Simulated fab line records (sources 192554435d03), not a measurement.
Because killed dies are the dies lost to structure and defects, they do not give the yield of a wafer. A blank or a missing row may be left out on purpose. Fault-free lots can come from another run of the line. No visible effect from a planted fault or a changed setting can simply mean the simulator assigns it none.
The tool behind it: which one? || flow n5Finfet || 24 lots with 72 wafers sampled at 5 steps, on a route of 1938 steps

== WHAT THE GAUGES SHOWED, per wafer ==
N5_BEOL_M8_OVL_MEAS_29.
{"lot": "L074", "measured": "day 9 09:44", "on": "overlay-01", "V7_OVL (nm)": "-0.9 -1.1 -0.3"}
{"lot": "L075", "measured": "day 9 12:19", "on": "overlay-01", "V7_OVL (nm)": "1.6 0.1 1.2"}
{"lot": "L077", "measured": "day 10 00:13", "on": "overlay-01", "V7_OVL (nm)": "0.4 -0.4 -0.7"}
{"lot": "L076", "measured": "day 10 00:16", "on": "overlay-02", "V7_OVL (nm)": "1.2 1.5 0.9"}
{"lot": "L078", "measured": "day 10 07:46", "on": "overlay-02", "V7_OVL (nm)": "-0.1 1.0 1.3"}
{"lot": "L081", "measured": "day 11 03:35", "on": "overlay-01", "V7_OVL (nm)": "0.6 0.5 1.4"}
{"lot": "L080", "measured": "day 11 03:43", "on": "overlay-02", "V7_OVL (nm)": "-0.2 0.2 -0.1"}
{"lot": "L079", "measured": "day 11 05:44", "on": "overlay-02", "V7_OVL (nm)": "-0.7 -0.5 0.0"}
{"lot": "L082", "measured": "day 11 06:51", "on": "overlay-02", "V7_OVL (nm)": "-1.0 -1.1 0.6"}
{"lot": "L083", "measured": "day 11 13:13", "on": "overlay-01", "V7_OVL (nm)": "-1.0 0.2 0.2"}
{"lot": "L084", "measured": "day 11 23:08", "on": "overlay-02", "V7_OVL (nm)": "0.3 1.5 0.6"}
{"lot": "L086", "measured": "day 12 14:52", "on": "overlay-02", "V7_OVL (nm)": "0.7 1.2 -0.8"}
{"lot": "L085", "measured": "day 12 17:36", "on": "overlay-02", "V7_OVL (nm)": "0.5 1.0 0.4"}
{"lot": "L089", "measured": "day 13 00:42", "on": "overlay-02", "V7_OVL (nm)": "-0.1 0.5 0.2"}
{"lot": "L087", "measured": "day 13 02:39", "on": "overlay-01", "V7_OVL (nm)": "-0.3 0.2 -0.2"}
{"lot": "L088", "measured": "day 13 02:49", "on": "overlay-02", "V7_OVL (nm)": "-0.1 0.3 0.2"}
{"lot": "L090", "measured": "day 13 16:40", "on": "overlay-01", "V7_OVL (nm)": "0.4 0.6 0.3"}
{"lot": "L093", "measured": "day 13 20:28", "on": "overlay-02", "V7_OVL (nm)": "0.4 -0.8 -0.4"}
{"lot": "L091", "measured": "day 13 20:40", "on": "overlay-01", "V7_OVL (nm)": "0.7 0.5 0.0"}
{"lot": "L092", "measured": "day 14 02:25", "on": "overlay-02", "V7_OVL (nm)": "-1.0 -0.6 -0.5"}
{"lot": "L094", "measured": "day 14 05:57", "on": "overlay-01", "V7_OVL (nm)": "0.3 0.5 -0.3"}
{"lot": "L095", "measured": "day 15 04:29", "on": "overlay-01", "V7_OVL (nm)": "0.5 0.0 1.4"}
{"lot": "L097", "measured": "day 15 04:56", "on": "overlay-01", "V7_OVL (nm)": "0.7 -0.6 0.7"}
{"lot": "L096", "measured": "day 15 06:55", "on": "overlay-02", "V7_OVL (nm)": "0.1 0.6 0.9"}

N5_BEOL_M8_THK_MEAS_53: measures by xrf.
{"lot": "L074", "measured": "day 9 13:28", "on": "filmMetro-01", "M8_THK (nm)": "79.6 79.1 77.5"}
{"lot": "L075", "measured": "day 9 15:14", "on": "filmMetro-02", "M8_THK (nm)": "79.6 79.6 80.2"}
{"lot": "L077", "measured": "day 10 05:22", "on": "filmMetro-02", "M8_THK (nm)": "80.4 80.3 79.5"}
{"lot": "L076", "measured": "day 10 06:54", "on": "filmMetro-02", "M8_THK (nm)": "80.2 81.4 79.4"}
{"lot": "L078", "measured": "day 10 11:15", "on": "filmMetro-02", "M8_THK (nm)": "78.5 81.0 81.6"}
{"lot": "L081", "measured": "day 11 06:59", "on": "filmMetro-01", "M8_THK (nm)": "78.8 78.2 79.2"}
{"lot": "L080", "measured": "day 11 07:37", "on": "filmMetro-01", "M8_THK (nm)": "80.6 81.0 83.6"}
{"lot": "L079", "measured": "day 11 09:37", "on": "filmMetro-01", "M8_THK (nm)": "79.8 81.3 77.7"}
{"lot": "L082", "measured": "day 11 11:07", "on": "filmMetro-02", "M8_THK (nm)": "79.7 80.6 81.1"}
{"lot": "L083", "measured": "day 11 16:17", "on": "filmMetro-01", "M8_THK (nm)": "79.9 79.6 81.9"}
{"lot": "L084", "measured": "day 12 01:49", "on": "filmMetro-01", "M8_THK (nm)": "81.6 79.2 80.9"}
{"lot": "L086", "measured": "day 12 18:33", "on": "filmMetro-01", "M8_THK (nm)": "77.9 79.3 79.0"}
{"lot": "L085", "measured": "day 12 22:21", "on": "filmMetro-02", "M8_THK (nm)": "81.4 81.9 79.6"}
{"lot": "L089", "measured": "day 13 05:02", "on": "filmMetro-01", "M8_THK (nm)": "81.8 81.8 80.9"}
{"lot": "L087", "measured": "day 13 06:05", "on": "filmMetro-02", "M8_THK (nm)": "80.6 79.5 78.4"}
{"lot": "L088", "measured": "day 13 06:59", "on": "filmMetro-02", "M8_THK (nm)": "81.7 80.8 80.8"}
{"lot": "L090", "measured": "day 13 19:39", "on": "filmMetro-01", "M8_THK (nm)": "79.6 81.9 82.3"}
{"lot": "L093", "measured": "day 13 23:49", "on": "filmMetro-01", "M8_THK (nm)": "80.1 80.0 78.8"}
{"lot": "L091", "measured": "day 14 00:54", "on": "filmMetro-02", "M8_THK (nm)": "83.5 82.5 81.3"}
{"lot": "L092", "measured": "day 14 07:29", "on": "filmMetro-02", "M8_THK (nm)": "81.1 80.5 80.6"}
{"lot": "L094", "measured": "day 14 09:10", "on": "filmMetro-02", "M8_THK (nm)": "81.4 82.8 83.8"}
{"lot": "L095", "measured": "day 15 08:52", "on": "filmMetro-02", "M8_THK (nm)": "79.7 82.1 79.0"}
{"lot": "L097", "measured": "day 15 09:30", "on": "filmMetro-01", "M8_THK (nm)": "80.6 81.8 79.7"}
{"lot": "L096", "measured": "day 15 10:01", "on": "filmMetro-01", "M8_THK (nm)": "80.1 80.8 80.5"}

== EACH LOT AND THE TOOL THAT RAN IT (in order: tool; ch and the chambers of the sampled wafers; start) ==
{"lot": "L074", "N5_BEOL_M8_DESCUM_33": "rieDiel-04 ch 0,1,2, day 9 09:51", "N5_BEOL_M8_STRIP_36": "rieDiel-04 ch 0,1,2, day 9 10:05", "N5_BEOL_M8_SURFACE_TREAT_79": "pvdSputter-02, day 9 12:26"}
{"lot": "L075", "N5_BEOL_M8_DESCUM_33": "rieDiel-05 ch 0,1,2, day 9 12:23", "N5_BEOL_M8_STRIP_36": "rieDiel-05 ch 0,1,2, day 9 12:38", "N5_BEOL_M8_SURFACE_TREAT_79": "pvdSputter-02, day 9 14:08"}
{"lot": "L077", "N5_BEOL_M8_DESCUM_33": "rieDiel-03 ch 0,1, day 10 00:30", "N5_BEOL_M8_STRIP_36": "rieDiel-03 ch 0,1, day 10 00:44", "N5_BEOL_M8_SURFACE_TREAT_79": "pvdSputter-03, day 10 02:41"}
{"lot": "L076", "N5_BEOL_M8_DESCUM_33": "rieDiel-05 ch 0,2, day 10 00:34", "N5_BEOL_M8_STRIP_36": "rieDiel-05 ch 0,2, day 10 00:48", "N5_BEOL_M8_SURFACE_TREAT_79": "pvdSputter-02, day 10 05:40"}
{"lot": "L078", "N5_BEOL_M8_DESCUM_33": "rieDiel-04 ch 1,2,3, day 10 07:52", "N5_BEOL_M8_STRIP_36": "rieDiel-04 ch 1,2,3, day 10 08:05", "N5_BEOL_M8_SURFACE_TREAT_79": "pvdSputter-01, day 10 09:49"}
{"lot": "L081", "N5_BEOL_M8_DESCUM_33": "rieDiel-05 ch 2,3, day 11 03:40", "N5_BEOL_M8_STRIP_36": "rieDiel-05 ch 2,3, day 11 03:54", "N5_BEOL_M8_SURFACE_TREAT_79": "pvdSputter-02, day 11 05:07"}
{"lot": "L080", "N5_BEOL_M8_DESCUM_33": "rieDiel-04 ch 1,2,3, day 11 03:51", "N5_BEOL_M8_STRIP_36": "rieDiel-04 ch 1,2,3, day 11 04:05", "N5_BEOL_M8_SURFACE_TREAT_79": "pvdSputter-01, day 11 05:34"}
{"lot": "L079", "N5_BEOL_M8_DESCUM_33": "rieDiel-05 ch 1,2,3, day 11 06:02", "N5_BEOL_M8_STRIP_36": "rieDiel-05 ch 1,2,3, day 11 06:16", "N5_BEOL_M8_SURFACE_TREAT_79": "pvdSputter-02, day 11 07:38"}
{"lot": "L082", "N5_BEOL_M8_DESCUM_33": "rieDiel-04 ch 0,1,3, day 11 07:14", "N5_BEOL_M8_STRIP_36": "rieDiel-04 ch 0,1,3, day 11 07:28", "N5_BEOL_M8_SURFACE_TREAT_79": "pvdSputter-03, day 11 10:05"}
{"lot": "L083", "N5_BEOL_M8_DESCUM_33": "rieDiel-04 ch 1,3, day 11 13:18", "N5_BEOL_M8_STRIP_36": "rieDiel-04 ch 1,3, day 11 13:32", "N5_BEOL_M8_SURFACE_TREAT_79": "pvdSputter-02, day 11 15:13"}
{"lot": "L084", "N5_BEOL_M8_DESCUM_33": "rieDiel-05 ch 1,2, day 11 23:14", "N5_BEOL_M8_STRIP_36": "rieDiel-05 ch 1,2, day 11 23:28", "N5_BEOL_M8_SURFACE_TREAT_79": "pvdSputter-01, day 12 00:37"}
{"lot": "L086", "N5_BEOL_M8_DESCUM_33": "rieDiel-03 ch 0,3, day 12 15:07", "N5_BEOL_M8_STRIP_36": "rieDiel-03 ch 0,3, day 12 15:21", "N5_BEOL_M8_SURFACE_TREAT_79": "pvdSputter-03, day 12 16:56"}
{"lot": "L085", "N5_BEOL_M8_DESCUM_33": "rieDiel-04 ch 1,2,3, day 12 17:41", "N5_BEOL_M8_STRIP_36": "rieDiel-04 ch 1,2,3, day 12 17:55", "N5_BEOL_M8_SURFACE_TREAT_79": "pvdSputter-03, day 12 20:44"}
{"lot": "L089", "N5_BEOL_M8_DESCUM_33": "rieDiel-05 ch 0,1,3, day 13 00:50", "N5_BEOL_M8_STRIP_36": "rieDiel-05 ch 0,1,3, day 13 01:04", "N5_BEOL_M8_SURFACE_TREAT_79": "pvdSputter-02, day 13 03:42"}
{"lot": "L087", "N5_BEOL_M8_DESCUM_33": "rieDiel-04 ch 0,1,2, day 13 02:44", "N5_BEOL_M8_STRIP_36": "rieDiel-04 ch 0,1,2, day 13 02:58", "N5_BEOL_M8_SURFACE_TREAT_79": "pvdSputter-02, day 13 04:56"}
{"lot": "L088", "N5_BEOL_M8_DESCUM_33": "rieDiel-05 ch 1,2, day 13 03:04", "N5_BEOL_M8_STRIP_36": "rieDiel-05 ch 1,2, day 13 03:18", "N5_BEOL_M8_SURFACE_TREAT_79": "pvdSputter-02, day 13 05:41"}
{"lot": "L090", "N5_BEOL_M8_DESCUM_33": "rieDiel-04 ch 0,3, day 13 16:46", "N5_BEOL_M8_STRIP_36": "rieDiel-04 ch 0,3, day 13 16:59", "N5_BEOL_M8_SURFACE_TREAT_79": "pvdSputter-02, day 13 18:38"}
{"lot": "L093", "N5_BEOL_M8_DESCUM_33": "rieDiel-05 ch 0,1,2, day 13 20:33", "N5_BEOL_M8_STRIP_36": "rieDiel-05 ch 0,1,2, day 13 20:47", "N5_BEOL_M8_SURFACE_TREAT_79": "pvdSputter-02, day 13 22:46"}
{"lot": "L091", "N5_BEOL_M8_DESCUM_33": "rieDiel-03 ch 1,2, day 13 20:49", "N5_BEOL_M8_STRIP_36": "rieDiel-03 ch 1,2, day 13 21:02", "N5_BEOL_M8_SURFACE_TREAT_79": "pvdSputter-02, day 13 22:50"}
{"lot": "L092", "N5_BEOL_M8_DESCUM_33": "rieDiel-05 ch 1,2, day 14 02:34", "N5_BEOL_M8_STRIP_36": "rieDiel-05 ch 1,2, day 14 02:55", "N5_BEOL_M8_SURFACE_TREAT_79": "pvdSputter-01, day 14 04:44"}
{"lot": "L094", "N5_BEOL_M8_DESCUM_33": "rieDiel-03 ch 1,2,3, day 14 06:09", "N5_BEOL_M8_STRIP_36": "rieDiel-03 ch 1,2,3, day 14 06:23", "N5_BEOL_M8_SURFACE_TREAT_79": "pvdSputter-01, day 14 07:36"}
{"lot": "L095", "N5_BEOL_M8_DESCUM_33": "rieDiel-03 ch 1,3, day 15 04:35", "N5_BEOL_M8_STRIP_36": "rieDiel-03 ch 1,3, day 15 04:49", "N5_BEOL_M8_SURFACE_TREAT_79": "pvdSputter-01, day 15 06:22"}
{"lot": "L097", "N5_BEOL_M8_DESCUM_33": "rieDiel-03 ch 0,1,3, day 15 05:01", "N5_BEOL_M8_STRIP_36": "rieDiel-03 ch 0,1,3, day 15 05:14", "N5_BEOL_M8_SURFACE_TREAT_79": "pvdSputter-02, day 15 07:46"}
{"lot": "L096", "N5_BEOL_M8_DESCUM_33": "rieDiel-03 ch 1,2,3, day 15 07:00", "N5_BEOL_M8_STRIP_36": "rieDiel-03 ch 1,2,3, day 15 07:14", "N5_BEOL_M8_SURFACE_TREAT_79": "pvdSputter-02, day 15 08:34"}
- N5_BEOL_M8_DESCUM_33: chemistry O2, time 7 s.
- N5_BEOL_M8_STRIP_36: strips in N2/H2.
- N5_BEOL_M8_SURFACE_TREAT_79

== AS READ BY THE TOOLS THEMSELVES (means over the sampled wafers that have a number; for cases with no such wafer, the mark the record gives instead) ==
N5_BEOL_M8_DESCUM_33.
{"lot": "L074", "tool": "rieDiel-04", "drypumpMotorCurrentA (A)": 5.6, "oesProductAu (a.u.)": 0.87, "rfFwdPowerW (W)": 49.47, "rfVppV (V)": 242.4, "showerheadPlenumPTorr (Torr)": 2.09, "throttleValvePct (%)": 20.18}
{"lot": "L075", "tool": "rieDiel-05", "drypumpMotorCurrentA (A)": 6.2, "oesProductAu (a.u.)": 0.86, "rfFwdPowerW (W)": 49.27, "rfVppV (V)": 242.0, "showerheadPlenumPTorr (Torr)": 2.04, "throttleValvePct (%)": 20.27}
{"lot": "L077", "tool": "rieDiel-03", "drypumpMotorCurrentA (A)": 6.3, "oesProductAu (a.u.)": 0.88, "rfFwdPowerW (W)": 49.49, "rfVppV (V)": 242.1, "showerheadPlenumPTorr (Torr)": 2.07, "throttleValvePct (%)": 20.62}
{"lot": "L076", "tool": "rieDiel-05", "drypumpMotorCurrentA (A)": 6.1, "oesProductAu (a.u.)": 0.81, "rfFwdPowerW (W)": 49.01, "rfVppV (V)": 242.5, "showerheadPlenumPTorr (Torr)": 2.02, "throttleValvePct (%)": 20.16}
{"lot": "L078", "tool": "rieDiel-04", "drypumpMotorCurrentA (A)": 5.9, "oesProductAu (a.u.)": 0.85, "rfFwdPowerW (W)": 49.57, "rfVppV (V)": 243.3, "showerheadPlenumPTorr (Torr)": 2.12, "throttleValvePct (%)": 20.31}
{"lot": "L081", "tool": "rieDiel-05", "drypumpMotorCurrentA (A)": 6.2, "oesProductAu (a.u.)": 0.72, "rfFwdPowerW (W)": 49.20, "rfVppV (V)": 243.9, "showerheadPlenumPTorr (Torr)": 2.11, "throttleValvePct (%)": 20.62}
{"lot": "L080", "tool": "rieDiel-04", "drypumpMotorCurrentA (A)": 5.9, "oesProductAu (a.u.)": 0.83, "rfFwdPowerW (W)": 49.49, "rfVppV (V)": 243.3, "showerheadPlenumPTorr (Torr)": 2.11, "throttleValvePct (%)": 20.34}
{"lot": "L079", "tool": "rieDiel-05", "drypumpMotorCurrentA (A)": 6.2, "oesProductAu (a.u.)": 0.79, "rfFwdPowerW (W)": 49.35, "rfVppV (V)": 242.9, "showerheadPlenumPTorr (Torr)": 2.08, "throttleValvePct (%)": 20.50}
{"lot": "L082", "tool": "rieDiel-04", "drypumpMotorCurrentA (A)": 5.9, "oesProductAu (a.u.)": 0.84, "rfFwdPowerW (W)": 49.54, "rfVppV (V)": 244.3, "showerheadPlenumPTorr (Torr)": 2.15, "throttleValvePct (%)": 20.39}
{"lot": "L083", "tool": "rieDiel-04", "drypumpMotorCurrentA (A)": 6.2, "oesProductAu (a.u.)": 0.83, "rfFwdPowerW (W)": 49.38, "rfVppV (V)": 244.4, "showerheadPlenumPTorr (Torr)": 2.18, "throttleValvePct (%)": 20.52}
{"lot": "L084", "tool": "rieDiel-05", "drypumpMotorCurrentA (A)": 6.3, "oesProductAu (a.u.)": 0.84, "rfFwdPowerW (W)": 49.44, "rfVppV (V)": 242.3, "showerheadPlenumPTorr (Torr)": 2.05, "throttleValvePct (%)": 20.40}
{"lot": "L086", "tool": "rieDiel-03", "drypumpMotorCurrentA (A)": 6.1, "oesProductAu (a.u.)": 0.78, "rfFwdPowerW (W)": 49.36, "rfVppV (V)": 243.8, "showerheadPlenumPTorr (Torr)": 2.09, "throttleValvePct (%)": 20.48}
{"lot": "L085", "tool": "rieDiel-04", "drypumpMotorCurrentA (A)": 5.9, "oesProductAu (a.u.)": 0.81, "rfFwdPowerW (W)": 49.50, "rfVppV (V)": 243.5, "showerheadPlenumPTorr (Torr)": 2.11, "throttleValvePct (%)": 20.36}
{"lot": "L089", "tool": "rieDiel-05", "drypumpMotorCurrentA (A)": 6.1, "oesProductAu (a.u.)": 0.78, "rfFwdPowerW (W)": 48.99, "rfVppV (V)": 242.9, "showerheadPlenumPTorr (Torr)": 2.07, "throttleValvePct (%)": 20.52}
{"lot": "L087", "tool": "rieDiel-04", "drypumpMotorCurrentA (A)": 5.6, "oesProductAu (a.u.)": 0.82, "rfFwdPowerW (W)": 49.59, "rfVppV (V)": 243.4, "showerheadPlenumPTorr (Torr)": 2.08, "throttleValvePct (%)": 20.23}
{"lot": "L088", "tool": "rieDiel-05", "drypumpMotorCurrentA (A)": 6.3, "oesProductAu (a.u.)": 0.80, "rfFwdPowerW (W)": 49.48, "rfVppV (V)": 242.5, "showerheadPlenumPTorr (Torr)": 2.03, "throttleValvePct (%)": 20.33}
{"lot": "L090", "tool": "rieDiel-04", "drypumpMotorCurrentA (A)": 6.0, "oesProductAu (a.u.)": 0.88, "rfFwdPowerW (W)": 49.52, "rfVppV (V)": 244.6, "showerheadPlenumPTorr (Torr)": 2.20, "throttleValvePct (%)": 20.45}
{"lot": "L093", "tool": "rieDiel-05", "drypumpMotorCurrentA (A)": 6.2, "oesProductAu (a.u.)": 0.80, "rfFwdPowerW (W)": 49.13, "rfVppV (V)": 242.7, "showerheadPlenumPTorr (Torr)": 2.02, "throttleValvePct (%)": 20.32}
{"lot": "L091", "tool": "rieDiel-03", "drypumpMotorCurrentA (A)": 6.2, "oesProductAu (a.u.)": 0.86, "rfFwdPowerW (W)": 49.36, "rfVppV (V)": 241.9, "showerheadPlenumPTorr (Torr)": 2.07, "throttleValvePct (%)": 20.65}
{"lot": "L092", "tool": "rieDiel-05", "drypumpMotorCurrentA (A)": 6.3, "oesProductAu (a.u.)": 0.78, "rfFwdPowerW (W)": 49.58, "rfVppV (V)": 241.3, "showerheadPlenumPTorr (Torr)": 2.02, "throttleValvePct (%)": 20.34}
{"lot": "L094", "tool": "rieDiel-03", "drypumpMotorCurrentA (A)": 6.1, "oesProductAu (a.u.)": 0.84, "rfFwdPowerW (W)": 49.49, "rfVppV (V)": 243.9, "showerheadPlenumPTorr (Torr)": 2.08, "throttleValvePct (%)": 20.57}
{"lot": "L095", "tool": "rieDiel-03", "drypumpMotorCurrentA (A)": 6.4, "oesProductAu (a.u.)": 0.78, "rfFwdPowerW (W)": 49.32, "rfVppV (V)": 243.7, "showerheadPlenumPTorr (Torr)": 2.07, "throttleValvePct (%)": 20.49}
{"lot": "L097", "tool": "rieDiel-03", "drypumpMotorCurrentA (A)": 6.2, "oesProductAu (a.u.)": 0.78, "rfFwdPowerW (W)": 49.42, "rfVppV (V)": 243.2, "showerheadPlenumPTorr (Torr)": 2.07, "throttleValvePct (%)": 20.61}
{"lot": "L096", "tool": "rieDiel-03", "drypumpMotorCurrentA (A)": 6.1, "oesProductAu (a.u.)": 0.82, "rfFwdPowerW (W)": 49.40, "rfVppV (V)": 243.1, "showerheadPlenumPTorr (Torr)": 2.08, "throttleValvePct (%)": 20.59}

N5_BEOL_M8_STRIP_36.
{"lot": "L074", "tool": "rieDiel-04", "drypumpMotorCurrentA (A)": 5.6, "n2FlowSccm (sccm)": 200.0, "oesProductAu (a.u.)": 0.87, "rfVppV (V)": 59.0, "showerheadPlenumPTorr (Torr)": 2.54, "throttleValvePct (%)": 23.43}
{"lot": "L075", "tool": "rieDiel-05", "drypumpMotorCurrentA (A)": 6.2, "n2FlowSccm (sccm)": 200.2, "oesProductAu (a.u.)": 0.86, "rfVppV (V)": 58.2, "showerheadPlenumPTorr (Torr)": 2.47, "throttleValvePct (%)": 23.57}
{"lot": "L077", "tool": "rieDiel-03", "drypumpMotorCurrentA (A)": 6.2, "n2FlowSccm (sccm)": 200.8, "oesProductAu (a.u.)": 0.88, "rfVppV (V)": 57.1, "showerheadPlenumPTorr (Torr)": 2.52, "throttleValvePct (%)": 23.89}
{"lot": "L076", "tool": "rieDiel-05", "drypumpMotorCurrentA (A)": 6.2, "n2FlowSccm (sccm)": 200.1, "oesProductAu (a.u.)": 0.82, "rfVppV (V)": 59.9, "showerheadPlenumPTorr (Torr)": 2.46, "throttleValvePct (%)": 23.60}
{"lot": "L078", "tool": "rieDiel-04", "drypumpMotorCurrentA (A)": 6.0, "n2FlowSccm (sccm)": 200.1, "oesProductAu (a.u.)": 0.85, "rfVppV (V)": 60.2, "showerheadPlenumPTorr (Torr)": 2.57, "throttleValvePct (%)": 23.52}
{"lot": "L081", "tool": "rieDiel-05", "drypumpMotorCurrentA (A)": 6.3, "n2FlowSccm (sccm)": 200.1, "oesProductAu (a.u.)": 0.72, "rfVppV (V)": 60.0, "showerheadPlenumPTorr (Torr)": 2.56, "throttleValvePct (%)": 23.95}
{"lot": "L080", "tool": "rieDiel-04", "drypumpMotorCurrentA (A)": 5.9, "n2FlowSccm (sccm)": 199.4, "oesProductAu (a.u.)": 0.83, "rfVppV (V)": 60.7, "showerheadPlenumPTorr (Torr)": 2.56, "throttleValvePct (%)": 23.52}
{"lot": "L079", "tool": "rieDiel-05", "drypumpMotorCurrentA (A)": 6.2, "n2FlowSccm (sccm)": 200.4, "oesProductAu (a.u.)": 0.79, "rfVppV (V)": 57.2, "showerheadPlenumPTorr (Torr)": 2.52, "throttleValvePct (%)": 23.75}
{"lot": "L082", "tool": "rieDiel-04", "drypumpMotorCurrentA (A)": 5.9, "n2FlowSccm (sccm)": 200.3, "oesProductAu (a.u.)": 0.84, "rfVppV (V)": 60.0, "showerheadPlenumPTorr (Torr)": 2.61, "throttleValvePct (%)": 23.62}
{"lot": "L083", "tool": "rieDiel-04", "drypumpMotorCurrentA (A)": 6.2, "n2FlowSccm (sccm)": 200.3, "oesProductAu (a.u.)": 0.83, "rfVppV (V)": 59.9, "showerheadPlenumPTorr (Torr)": 2.64, "throttleValvePct (%)": 23.71}
{"lot": "L084", "tool": "rieDiel-05", "drypumpMotorCurrentA (A)": 6.2, "n2FlowSccm (sccm)": 199.9, "oesProductAu (a.u.)": 0.85, "rfVppV (V)": 59.6, "showerheadPlenumPTorr (Torr)": 2.47, "throttleValvePct (%)": 23.57}
{"lot": "L086", "tool": "rieDiel-03", "drypumpMotorCurrentA (A)": 6.1, "n2FlowSccm (sccm)": 200.6, "oesProductAu (a.u.)": 0.78, "rfVppV (V)": 58.0, "showerheadPlenumPTorr (Torr)": 2.55, "throttleValvePct (%)": 23.74}
{"lot": "L085", "tool": "rieDiel-04", "drypumpMotorCurrentA (A)": 5.9, "n2FlowSccm (sccm)": 199.7, "oesProductAu (a.u.)": 0.82, "rfVppV (V)": 60.1, "showerheadPlenumPTorr (Torr)": 2.56, "throttleValvePct (%)": 23.54}
{"lot": "L089", "tool": "rieDiel-05", "drypumpMotorCurrentA (A)": 6.2, "n2FlowSccm (sccm)": 199.8, "oesProductAu (a.u.)": 0.78, "rfVppV (V)": 61.0, "showerheadPlenumPTorr (Torr)": 2.51, "throttleValvePct (%)": 23.84}
{"lot": "L087", "tool": "rieDiel-04", "drypumpMotorCurrentA (A)": 5.6, "n2FlowSccm (sccm)": 200.4, "oesProductAu (a.u.)": 0.82, "rfVppV (V)": 59.2, "showerheadPlenumPTorr (Torr)": 2.53, "throttleValvePct (%)": 23.46}
{"lot": "L088", "tool": "rieDiel-05", "drypumpMotorCurrentA (A)": 6.3, "n2FlowSccm (sccm)": 199.8, "oesProductAu (a.u.)": 0.79, "rfVppV (V)": 58.0, "showerheadPlenumPTorr (Torr)": 2.46, "throttleValvePct (%)": 23.53}
{"lot": "L090", "tool": "rieDiel-04", "drypumpMotorCurrentA (A)": 6.1, "n2FlowSccm (sccm)": 200.5, "oesProductAu (a.u.)": 0.88, "rfVppV (V)": 59.2, "showerheadPlenumPTorr (Torr)": 2.66, "throttleValvePct (%)": 23.62}
{"lot": "L093", "tool": "rieDiel-05", "drypumpMotorCurrentA (A)": 6.2, "n2FlowSccm (sccm)": 199.7, "oesProductAu (a.u.)": 0.81, "rfVppV (V)": 57.2, "showerheadPlenumPTorr (Torr)": 2.46, "throttleValvePct (%)": 23.62}
{"lot": "L091", "tool": "rieDiel-03", "drypumpMotorCurrentA (A)": 6.2, "n2FlowSccm (sccm)": 200.1, "oesProductAu (a.u.)": 0.87, "rfVppV (V)": 57.9, "showerheadPlenumPTorr (Torr)": 2.52, "throttleValvePct (%)": 23.91}
{"lot": "L092", "tool": "rieDiel-05", "drypumpMotorCurrentA (A)": 6.3, "n2FlowSccm (sccm)": 199.8, "oesProductAu (a.u.)": 0.78, "rfVppV (V)": 59.8, "showerheadPlenumPTorr (Torr)": 2.45, "throttleValvePct (%)": 23.54}
{"lot": "L094", "tool": "rieDiel-03", "drypumpMotorCurrentA (A)": 6.1, "n2FlowSccm (sccm)": 200.1, "oesProductAu (a.u.)": 0.84, "rfVppV (V)": 58.9, "showerheadPlenumPTorr (Torr)": 2.53, "throttleValvePct (%)": 23.82}
{"lot": "L095", "tool": "rieDiel-03", "drypumpMotorCurrentA (A)": 6.4, "n2FlowSccm (sccm)": 199.4, "oesProductAu (a.u.)": 0.77, "rfVppV (V)": 58.9, "showerheadPlenumPTorr (Torr)": 2.51, "throttleValvePct (%)": 23.70}
{"lot": "L097", "tool": "rieDiel-03", "drypumpMotorCurrentA (A)": 6.2, "n2FlowSccm (sccm)": 200.7, "oesProductAu (a.u.)": 0.79, "rfVppV (V)": 58.5, "showerheadPlenumPTorr (Torr)": 2.51, "throttleValvePct (%)": 23.86}
{"lot": "L096", "tool": "rieDiel-03", "drypumpMotorCurrentA (A)": 6.1, "n2FlowSccm (sccm)": 199.9, "oesProductAu (a.u.)": 0.83, "rfVppV (V)": 59.8, "showerheadPlenumPTorr (Torr)": 2.53, "throttleValvePct (%)": 23.83}

== THE ANSWER, worked out from the rows above alone ==
Rule: the usual values come from the lots themselves. The widest of any qualifying gaps counts: lots, ordered by their means at a reading, are off when they make up no more than a third of the lots, leave a main group of 4 or more, and stand apart from it by 3 or more times the standard deviation of that group's means. A main group whose means are all the same, to the digits that the tables above print for the reading, isn't used. Also off: a lot with no number at a reading for which 4 or more lots have one. The other lots that the step has rows for count as sound. After the gauges, taken in route order, come the tools' own readings; for these a lot's mean is taken, as printed above. The first step at which some lot is off is used, and at that step the reading that is off furthest; a lot without a number counts as furthest.
None of the lots is off at any reading shown; this tells nothing.

== WHAT THE SIMULATOR HAD INSERTED ==
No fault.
